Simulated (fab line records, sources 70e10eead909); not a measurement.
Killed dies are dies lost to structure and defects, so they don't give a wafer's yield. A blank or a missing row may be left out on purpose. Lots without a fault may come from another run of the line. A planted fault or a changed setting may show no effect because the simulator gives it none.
fab line records | flow nand_harc
record lots=6 wafers=18 last_day=23
route steps=1159 shown A_CONTACT@957 A_BLC@964 END@1159
lots that met no fault: from a run of the same line without faults
start_h: hours from the record's first day to the start of the lot's first wafer shown | wait_h: hours since the lot's step before | " the same as in the row above | L1.1+2: a row that stands for several wafers | - no value, or no start given | * or withheld: withheld | < > ~ a bound
route shown NAME@n: a module of which the file shows steps, and the number in the route of the first | usual: mean/standard deviation of fault-free wafers | same: alike in all rows | chamber/n: place in a boat | sites: the reading at each site | _std_site: their standard deviation | _edge_site: outer sites' mean less inner sites' | radius_mm: how far each site lies from the wafer's centre | mask NAME#n: copy n | behind: the tool/chamber that last shaped the wafer | hold: why the lot was held/for how many hours/how that ended | device: the transistor (n, p or np) that didn't switch | end of line: the same wafers' tests at the end of the route | a step without rows: its recipe alone | killed: dies lost to structure and defects at the first sort, not the wafer's yield | map: a wafer's dies, x killed, . not, _ none there
set.NAME: the setting as run; set.NAME@STEP: as run at that earlier step | model.NAME: the simulator's own value behind a step, which no gauge read
lots at some steps of the route; a table a step, a row a wafer
services: from which hour (start_h, from the record's first day; less than 0 if before it) a tool's chamber was out of use, for how many hours, and why
## steps
# step NHARC_A_CONTACT_STRIP_27
# recipe time_s=600 temp_c=30 chemistry=post_etch_residue_remover
# step NHARC_A_CONTACT_ALD_18
# recipe target_thk_a=30 pulse_time_s=1 ald_cycles=150 temp_c=450 material=TiN
# usual heater_power_w=1079/110 precursor_pulse_height_rel=0.997/0.019
# same pulse_time_s=1
# columns lot.wafer tool chamber start_h wait_h heater_power_w precursor_pulse_height_rel
L186.3 ald_metal-04 0 394.35 - 1126 0.986
L186.2 " 1 " " 1262 0.947
L186.4 " 2 " " 927 1.000
L185.3 ald_metal-04 1 399.31 - 1248 1.015
L185.1 " 2 " " 927 0.991
L185.5 " 1 " " 1267 1.017
L191.2 ald_metal-02 2 436.94 - 1090 1.013
L191.5 " 0 " " 1121 1.037
L191.4 " 2 " " 1101 0.991
L190.2 ald_metal-03 1 440.08 - 946 1.016
L190.3 " 2 " " 957 0.997
L190.4 " 0 " " 1048 1.021
L200.4 ald_metal-04 1 485.84 - 1233 1.009
L200.2 " 3 " " 1171 1.010
L200.5 " 1 " " 1277 0.996
L204.4 ald_metal-03 0 497.62 - 1092 1.038
L204.3 " 1 " " 942 0.976
L204.2 " 3 " " 1157 1.009
# step NHARC_A_CONTACT_CVD_19
# recipe target_thk_a=3000 temp_c=300 pressure_torr=40 wf6_flow_sccm=40 h2_flow_sccm=1600 ar_flow_sccm=1560 time_s=802 material=W
# usual heater_power_w=487/24 mfc_ar_sccm=1561/5.3 throttle_valve_pct=7.88/0.28
# columns lot.wafer tool chamber start_h wait_h heater_power_w mfc_ar_sccm throttle_valve_pct
L186.2 cvd_w-02 0 - - 452 1563 7.59
L186.3 " 0 " " 454 1569 7.67
L186.4 " 1 " " 517 1560 7.93
L185.1 cvd_w-01 1 - - 489 1561 8.32
L185.3 " 0 " " 463 1561 7.79
L185.5 " 0 " " 472 1566 7.63
L191.2 cvd_w-02 1 - - 521 1563 8.18
L191.4 " 1 " " 518 1572 8.01
L191.5 " 1 " " 512 1565 8.12
L190.2 cvd_w-01 0 - - 469 1559 7.53
L190.3 " 0 " " 481 1555 7.55
L190.4 " 1 " " 498 1571 8.23
L200.2 cvd_w-01 1 - - 498 1567 8.27
L200.4 " 0 " " 472 1557 7.63
L200.5 " 0 " " 488 1563 7.74
L204.2 cvd_w-01 0 - - 491 1566 7.86
L204.4 " 1 " " 510 1557 8.16
L204.3 " 0 " " 495 1562 7.66
# step NHARC_A_CONTACT_CMP_20
# recipe t_overpolish_s=30 target_thk_nm=300
# usual motor_current_A=11.7/1.5 overpolish_run_s=30.000/0.0078 time_to_endpoint_s=60.5/2.5
# columns lot.wafer tool chamber start_h wait_h motor_current_A overpolish_run_s time_to_endpoint_s
L186.4 cmp-04 1 395.45 0.4 10.3 29.991 60.0
L186.2 " 2 " " 10.8 30.007 61.0
L186.3 " 3 " " 11.6 29.999 60.6
L185.3 cmp-01 0 402.60 0.4 10.6 29.983 58.4
L185.1 " 2 " " 13.1 29.997 55.8
L185.5 " 1 " " 11.3 29.994 62.3
L191.4 cmp-02 0 438.05 0.4 12.6 29.990 60.1
L191.2 " 2 " " 12.9 29.995 63.7
L191.5 " 1 " " 11.7 29.995 63.8
L190.3 cmp-01 2 441.17 0.5 13.1 30.004 56.9
L190.4 " 0 " " 10.5 30.006 58.4
L190.2 " 1 " " 11.1 29.988 59.6
L200.4 cmp-02 1 488.07 0.4 12.0 30.010 57.6
L200.2 " 2 " " 12.3 30.007 55.4
L200.5 " 3 " " 10.2 30.000 59.4
L204.3 cmp-01 0 503.13 0.4 11.1 30.001 62.6
L204.2 " 1 " " 11.7 30.006 63.5
L204.4 " 2 " " 13.3 29.993 63.9
# step NHARC_A_CONTACT_SRD_22
# step NHARC_A_CONTACT_INSPECT_23
# usual raw_defect_count=447/150
# columns lot.wafer tool chamber start_h wait_h raw_defect_count
L186.2 defect_inspect-02 - 395.85 0.1 335
L186.3 " - " " 317
L186.4 " - " " 464
L185.1 defect_inspect-02 - 403.00 0.1 516
L185.3 " - " " 784
L185.5 " - " " 582
L191.2 defect_inspect-02 - 438.46 0.1 404
L191.4 " - " " 642
L191.5 " - " " 601
L190.2 defect_inspect-01 - 441.57 0.1 639
L190.3 " - " " 737
L190.4 " - " " 436
L200.2 defect_inspect-01 - 488.42 0.1 469
L200.4 " - " " 445
L200.5 " - " " 915
L204.2 defect_inspect-01 - 503.54 0.1 363
L204.3 " - " " 269
L204.4 " - " " 453
# step NHARC_A_BLC_DEHYDRATE_00
# recipe temp_c=150 time_s=120
# step NHARC_A_BLC_HMDS_01
# recipe time_s=30
# step NHARC_A_BLC_COAT_02
# recipe temp_c=260 time_s=75
# step NHARC_A_BLC_COAT_03
# recipe temp_c=225 time_s=65
# step NHARC_A_BLC_COAT_04
# recipe spin_rpm=1500 resist_thk_nm=90
# step NHARC_A_BLC_SOFTBAKE_05
# recipe temp_c=105 time_s=55
# usual chill_plate_temp_C=22.99/0.093 heater_power_total_W=188.46/0.13
# columns lot.wafer tool chamber start_h wait_h chill_plate_temp_C heater_power_total_W
L186.2 litho_track-04 0 395 - 22.97 188.45
L186.3 " 0 " " 22.88 188.63
L186.4 " 0 " " 23.04 188.52
L185.1 litho_track-06 0 403 - 23.03 188.38
L185.3 " 0 " " 23.21 188.72
L185.5 " 0 " " 22.94 188.42
L191.2 litho_track-06 0 438 - 23.07 207.90
L191.4 " 0 " " 23.07 207.93
L191.5 " 0 " " 23.08 208.34
L190.2 litho_track-06 0 441 - 22.93 207.93
L190.3 " 0 " " 22.87 207.86
L190.4 " 0 " " 22.98 207.82
L200.2 litho_track-04 0 488 - 23.24 188.65
L200.4 " 0 " " 23.22 188.49
L200.5 " 0 " " 23.02 188.42
L204.2 litho_track-04 0 503 - 22.91 188.55
L204.3 " 0 " " 22.81 188.46
L204.4 " 0 " " 22.93 188.54
# step NHARC_A_BLC_EBR_06
# step NHARC_END_SORT_01
# recipe temp_c=25
# usual killed_at_array=31/12 killed_at_other=0.6/0.85 killed_at_periphery=3.0/2.3 killed_dies=35/12 killed_open=3.2/1.9 killed_short=1.8/1.4
# same gross_dies=677
# columns lot.wafer tool chamber start_h wait_h killed_at_array killed_at_other killed_at_periphery killed_dies killed_open killed_short
L185.1 prober-01 0 461.25 2.5 30 0 4 34 3 3
L185.3 prober-01 0 462.83 3.1 39 0 1 40 5 1
L185.5 prober-01 0 464.40 3.6 38 0 1 39 0 4
L190.2 prober-02 0 501.74 2.8 42 2 2 46 2 2
L190.3 prober-02 0 502.54 3.1 36 1 4 41 4 2
L190.4 prober-02 0 503.34 3.4 34 0 3 37 2 0
# killed by level:class
L185.1 A_CHANNEL_HOLE_D1:chamber_film_flake=15 A_SLIT:chamber_film_flake=9 A_STAIRCASE:chamber_film_flake=2 P_CONTACT:geometric_particle:open=1 P_M0:geometric_particle:open=1 P_M2:geometric_particle:short=1 A_ONON_D1:geometric_particle:short=1 A_WL_FILL:geometric_particle:open=1
L185.3 A_SLIT:chamber_film_flake=13 A_CHANNEL_HOLE_D1:chamber_film_flake=11 A_STAIRCASE:chamber_film_flake=4 A_CONTACT:chamber_film_flake=4 A_CONTACT:geometric_particle:open=2 A_BLC:chamber_film_flake=2 P_M1:geometric_particle:open=1 A_CHANNEL_FILL_D1:geometric_particle:open=1
L185.5 A_CHANNEL_HOLE_D1:chamber_film_flake=19 A_SLIT:chamber_film_flake=14 A_ONON_D1:geometric_particle:short=2 A_SGD_CUT:geometric_particle:short=1 A_WL_FILL:geometric_particle:short=1 P_ZERO_WELL:chamber_film_flake=1 A_STAIRCASE:chamber_film_flake=1
L190.2 A_STAIRCASE:chamber_film_flake=14 A_SLIT:chamber_film_flake=12 A_CONTACT:chamber_film_flake=8 A_WL_FILL:chamber_film_flake=3 A_CHANNEL_HOLE_D1:chamber_film_flake=2 P_GATE:geometric_particle:open=1 A_ONON_D1:geometric_particle:open=1 A_CHANNEL_FILL_D1:geometric_particle:short=1
L190.3 A_STAIRCASE:chamber_film_flake=13 A_SLIT:chamber_film_flake=10 A_CONTACT:chamber_film_flake=5 A_WL_FILL:chamber_film_flake=2 P_M0:geometric_particle:open=1 P_M1:geometric_particle:short=1 A_CHANNEL_FILL_D1:geometric_particle:open=1 A_SGD_CUT:geometric_particle:open=1
L190.4 A_CONTACT:chamber_film_flake=10 A_SLIT:chamber_film_flake=10 A_STAIRCASE:chamber_film_flake=7 A_CHANNEL_HOLE_D1:chamber_film_flake=5 P_STI:geometric_particle:open=1 A_SGD_CUT:geometric_particle:open=1 P_STI:chamber_film_flake=1 P_M1:chamber_film_flake=1
## services
# columns tool chamber start_h hours kind
ald_metal-04 - 374.75 0.5 repair
cmp-01 - 375.78 4.0 pm
cvd_w-02 - 377.20 13.0 pm
cmp-04 - 399.13 4.0 pm
ald_metal-04 - 406.00 10.0 pm
ald_metal-02 1 415.49 25.4 repair
cmp-02 - 422.50 4.0 pm
cmp-02 - 431.99 0.2 repair
cmp-01 - 435.85 3.8 repair
ald_metal-03 2 445.00 52.5 repair
cmp-04 - 446.39 1.4 repair
cmp-02 - 461.72 0.9 repair
ald_metal-03 0 463.48 30.2 repair
litho_track-06 - 467.00 7.0 pm
cvd_w-01 - 473.60 13.0 pm
cvd_w-01 0 473.60 13.0 vent_cycle
cvd_w-01 1 473.60 13.0 vent_cycle
cmp-01 - 473.78 4.0 pm
cvd_w-01 0 486.60 - clean
cmp-04 - 488.82 4.6 repair
ald_metal-04 - 490.29 2.2 repair
litho_track-04 - 491.00 7.0 pm
cmp-04 - 497.25 4.0 pm
ald_metal-03 - 500.00 10.0 pm
## key
first_sign step=NHARC_A_BLC_SOFTBAKE_05 reading=heater_power_total_W direction=up sigmas=99+ usual=* struck=*
effect none on later readings
met_at NHARC_A_BLC_SOFTBAKE_05
struck_wafers L190.2,L190.3,L190.4,L191.2,L191.4,L191.5
tester_left_out L190,L191
onset_between 403 438
fault kind=process_parameter_drift tool=litho_track-06 chamber=- onset_h=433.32 steps=NHARC_A_BLC_SOFTBAKE_05 channel=time_s offset=* shape=step end_h=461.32 acts_in=* stated=*
# tester_left_out: of these lots the tester's yield and bins aren't shown, on N5 and GAA mostly nor the transistor test; their killed dies are dies lost to structure and defects alone, not to doping, threshold or leakage, so they don't give the yield
